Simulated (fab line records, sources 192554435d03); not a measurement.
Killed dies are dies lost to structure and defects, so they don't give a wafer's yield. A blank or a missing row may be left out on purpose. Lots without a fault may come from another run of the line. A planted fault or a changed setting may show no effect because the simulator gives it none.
Chamber matching | flow n5_finfet | N5_MOL_CONTACT_COAG_ETCH_106 on rie_diel-06: 4 sister chambers
The step etches SOC in N2/H2, target depth 80 nm, overetch 16 nm, time 120 s. 8 wafers are shown with their chamber, then 9 later ones without.

WAFERS WITH THEIR CHAMBER
wafer  | chamber | throttle_valve_pct (%) | showerhead_plenum_p_Torr (Torr)
L078.3 | 2       | 17.87                  | 2.41
L079.3 | 2       | 17.86                  | 2.41
L085.2 | 3       | 18.30                  | 2.44
L085.3 | 0       | 17.73                  | 2.54
L085.5 | 1       | 18.07                  | 2.45
L089.4 | 1       | 18.07                  | 2.44
L089.5 | 0       | 17.75                  | 2.53
L089.6 | 3       | 18.31                  | 2.43

WAFERS WITHOUT THEIR CHAMBER
wafer  | throttle_valve_pct (%) | showerhead_plenum_p_Torr (Torr)
L092.2 | 17.75                  | 2.53
L092.3 | 18.34                  | 2.43
L092.6 | 18.08                  | 2.44
L093.2 | 18.34                  | 2.43
L093.3 | 17.78                  | 2.53
L093.5 | 18.09                  | 2.44
L097.2 | 18.35                  | 2.43
L097.3 | 17.54                  | 2.72
L097.5 | 18.12                  | 2.43

WHICH CHAMBER EACH WENT THROUGH
wafer  | from the rows above | in truth
L092.2 | 0                   | 0
L092.3 | 3                   | 3
L092.6 | 1                   | 1
L093.2 | 3                   | 3
L093.3 | 0                   | 0
L093.5 | 1                   | 1
L097.2 | 3                   | 3
L097.3 | 0                   | 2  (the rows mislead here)
L097.5 | 1                   | 1
Placed correctly: 8 of 9. Can't be placed from these rows: 0. Placed wrongly: 1.
How it was worked out, from the rows above alone: a wafer's distance from a chamber is the root of the sum, over the readings, of the square of ((its reading less the chamber's mean) divided by the reading's scatter). The wafer belongs to the nearest chamber; if the next one is less than 2 further off, it can't be placed. A chamber's mean is the mean of its shown wafers. The scatter: the root of (the sum of the squares of (reading less its chamber's mean) over the shown wafers, divided by (wafers less chambers)).
